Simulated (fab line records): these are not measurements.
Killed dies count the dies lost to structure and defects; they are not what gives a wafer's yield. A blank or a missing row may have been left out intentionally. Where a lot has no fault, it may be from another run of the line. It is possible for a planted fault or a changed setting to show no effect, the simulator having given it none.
What tool caused it?    flow nand-harc    11 lots, 33 wafers sampled, at 6 steps of a route of 1302

WHAT THE GAUGES READ, wafer by wafer
NHARC_A_BONDPAD_THK_MEAS_20: measures by xrf. Usual: thk-nm reads 170.3 nm (standard deviation 1.4).
lot   measured      on             thk-nm (nm)        flag
L476  day 23 02:25  film-metro-02  170.1 172.5 170.3  
L478  day 23 15:07  film-metro-01  171.7 170.4 172.9  
L477  day 23 18:04  film-metro-01  171.8 171.8 171.7  
L483  day 25 00:59  film-metro-01  170.5 171.3 170.0  
L482  day 25 06:20  film-metro-01  168.0 170.5 171.0  
L488  day 28 10:26  film-metro-01  170.2 171.1 170.3  
L489  day 28 11:07  film-metro-02  169.6 168.2 170.9  
L493  day 29 07:49  film-metro-01  167.1 168.9 171.4  
L496  day 31 13:47  film-metro-01  171.7 172.3 170.8  
L498  day 32 02:46  film-metro-02  168.5 169.7 169.3  
L499  day 33 18:30  film-metro-02  171.7 171.7 169.0  

NHARC_THIN_TSV_INSPECT_40. Usual: raw-defect-count reads 573 (standard deviation 100).
lot   measured      on                 raw-defect-count  flag
L476  day 24 00:58  defect-inspect-02  814 762 748       
L478  day 24 17:26  defect-inspect-02  549 507 513       
L477  day 24 17:26  defect-inspect-01  634 445 726       
L483  day 26 03:34  defect-inspect-01  548 584 510       
L482  day 26 08:35  defect-inspect-02  401 385 365       
L488  day 29 13:08  defect-inspect-01  663 431 593       
L489  day 29 13:08  defect-inspect-02  504 456 506       
L493  day 30 15:12  defect-inspect-01  1127 611 862      
L496  day 32 18:11  defect-inspect-02  495 600 621       
L498  day 33 09:02  defect-inspect-02  804 616 606       
L499  day 34 19:05  defect-inspect-02  658 637 598       

NHARC_END_SORT_01. Usual: defect-limited-yield 91.6 %, standard deviation 2.8; killed-at-array 52, standard deviation 18; killed-at-other 0.6, standard deviation 0.83; killed-at-periphery 4.3, standard deviation 2.8; killed-dies 57, standard deviation 19; killed-open 3.4, standard deviation 2; killed-short 2.5, standard deviation 1.7; sort_bin_2_pct 3.0 %, standard deviation 1.1; sort_bin_3_pct 0.6 %, standard deviation 0.41; sort_bin_4_pct 4.7 %, standard deviation 1.6; sort-n-pass 620, standard deviation 19; sort-rim-yield-pct 91 %, standard deviation 3.7; sort-yield-pct 91.6 %, standard deviation 2.8.
lot   measured      on         defect-limited-yield (%)  killed-at-array  killed-at-other  killed-at-periphery  killed-dies  killed-open  killed-short  sort_bin_2_pct (%)  sort_bin_3_pct (%)  sort_bin_4_pct (%)  sort-n-pass  sort-rim-yield-pct (%)  sort-yield-pct (%)  flag
L493  day 30 18:14  prober-01  86.9 94.1 93.8            30 31 32         50 4 1           9 5 9                89 40 42     6 1 3        3 1 2         5.8 1.8 2.1         1.6 0.6 0.1         5.8 3.5 4.0         588 637 635  80 94 92                86.9 94.1 93.8      OFF

WHICH TOOL RAN EACH LOT (tool, then ch and the chambers of the sampled wafers, then the start)
lot   NHARC_THIN_TSV_DESCUM_14            NHARC_THIN_TSV_DEP_47            NHARC_THIN_TSV_STRIP_57
L476  rie-diel-11 ch 1,2, day 23 13:59    pecvd-04 ch 0,1,2, day 23 15:47  wet-bench-10 ch 2,6,7, day 23 20:43
L478  rie-diel-11 ch 0,1, day 24 04:55    pecvd-01 ch 0,1,2, day 24 06:41  wet-bench-10 ch 4,6,7, day 24 11:50
L477  rie-diel-09 ch 1,2, day 24 03:44    pecvd-04 ch 0,1,2, day 24 05:30  wet-bench-10 ch 0,4,5, day 24 10:30
L483  rie-diel-12 ch 0,2,3, day 25 14:57  pecvd-04 ch 0,1, day 25 16:40    wet-bench-08 ch 0,2,7, day 25 21:47
L482  rie-diel-09 ch 1,3, day 25 19:11    pecvd-04 ch 0,2, day 25 21:06    wet-bench-10 ch 1,4,7, day 26 02:09
L488  rie-diel-11 ch 1,2,3, day 29 01:19  pecvd-04 ch 0,1, day 29 03:04    wet-bench-10 ch 2,3,4, day 29 08:04
L489  rie-diel-11 ch 2,3, day 29 02:30    pecvd-04 ch 0,2, day 29 04:13    wet-bench-08 ch 1,5,7, day 29 09:16
L493  rie-diel-09 ch 0,2, day 29 20:11    pecvd-01 ch 0,1, day 29 21:53    wet-bench-10 ch 0,3,5, day 30 10:10
L496  rie-diel-12 ch 0,3, day 32 05:05    pecvd-01 ch 1,2, day 32 06:51    wet-bench-08 ch 1,2,7, day 32 11:59
L498  rie-diel-09 ch 1,2,3, day 32 21:09  pecvd-01 ch 0,1,2, day 32 22:49  wet-bench-08 ch 0,1,2, day 33 04:00
L499  rie-diel-11 ch 0,2,3, day 34 07:14  pecvd-01 ch 0,1,2, day 34 08:58  wet-bench-08 ch 3,4,5, day 34 14:07
- NHARC_THIN_TSV_DESCUM_14: chemistry O2, time 3 s.
- NHARC_THIN_TSV_DEP_47: deposits SiO2, target thk 200 nm.
- NHARC_THIN_TSV_STRIP_57: strips in post etch residue remover, time 1200 s.

AS READ BY THE TOOLS THEMSELVES (means over the sampled wafers that have a number; for cases with no such wafer, the mark the record gives instead)
NHARC_THIN_TSV_DESCUM_14. Usual: drypump-motor-current-A 5.6 A, standard deviation 0.55; oes-product-au 0.997 a.u., standard deviation 0.0096; rf-vpp-V 57.6 V, standard deviation 0.91; showerhead-plenum-p-Torr 1.87 Torr, standard deviation 0.094; throttle-valve-pct 11.311 %, standard deviation 0.009.
lot   tool         drypump-motor-current-A (A)  oes-product-au (a.u.)  rf-vpp-V (V)  showerhead-plenum-p-Torr (Torr)  throttle-valve-pct (%)  flag
L476  rie-diel-11  6.1                          0.999                  57.9          1.86                             11.302                  
L478  rie-diel-11  5.7                          1.001                  57.4          1.88                             11.311                  
L477  rie-diel-09  5.8                          1.009                  57.6          1.93                             11.304                  
L483  rie-diel-12  5.9                          1.003                  56.9          1.86                             11.309                  
L482  rie-diel-09  4.9                          1.000                  58.1          1.78                             11.309                  
L488  rie-diel-11  5.6                          0.988                  57.4          1.85                             11.310                  
L489  rie-diel-11  5.4                          0.991                  57.4          1.82                             11.318                  
L493  rie-diel-09  5.9                          0.990                  59.3          2.00                             11.309                  
L496  rie-diel-12  5.7                          1.013                  57.5          1.80                             11.316                  
L498  rie-diel-09  5.3                          0.992                  57.8          1.85                             11.306                  
L499  rie-diel-11  5.7                          0.996                  58.0          1.82                             11.315                  

NHARC_THIN_TSV_DEP_47. Usual: throttle-valve-pct reads 15.8 % (standard deviation 0.5).
lot   tool      throttle-valve-pct (%)  flag
L476  pecvd-04  15.3                    
L478  pecvd-01  15.9                    
L477  pecvd-04  15.4                    
L483  pecvd-04  15.2                    
L482  pecvd-04  15.5                    
L488  pecvd-04  15.4                    
L489  pecvd-04  15.5                    
L493  pecvd-01  16.5                    
L496  pecvd-01  15.7                    
L498  pecvd-01  15.9                    
L499  pecvd-01  16.0                    

THE ANSWER, worked out from the rows above alone
Rule: take the mean of a lot's wafers that have a number; if it is more than 3 standard deviations from the usual mean, the lot is off. Also off: a lot with no number at a reading for which 4 or more lots have one. The other lots that the step has rows for count as sound. First the gauges in route order, then the tools' own readings, where a lot's mean is used as printed above. The first step at which some lot is off is used, and at that step the reading that is off furthest; a lot without a number counts as furthest.
Off: L493 (NHARC_END_SORT_01, killed-at-other). Neither off nor sound, because the step has no rows for them: L476, L478, L477, L483, L482, L488, L489, L496, L498, L499.
If a tool, at a process step before that reading, ran all the lots that are off and no sound lot after the first of them, it fits. Those tools and the gauges at NHARC_END_SORT_01 are tried in the same way. Can't be told from this: 4 tools fit, rie-diel-09 at NHARC_THIN_TSV_DESCUM_14, pecvd-01 at NHARC_THIN_TSV_DEP_47, wet-bench-10 at NHARC_THIN_TSV_STRIP_57, prober-01 at NHARC_END_SORT_01.

WHAT HAD BEEN PUT IN BY THE SIMULATOR
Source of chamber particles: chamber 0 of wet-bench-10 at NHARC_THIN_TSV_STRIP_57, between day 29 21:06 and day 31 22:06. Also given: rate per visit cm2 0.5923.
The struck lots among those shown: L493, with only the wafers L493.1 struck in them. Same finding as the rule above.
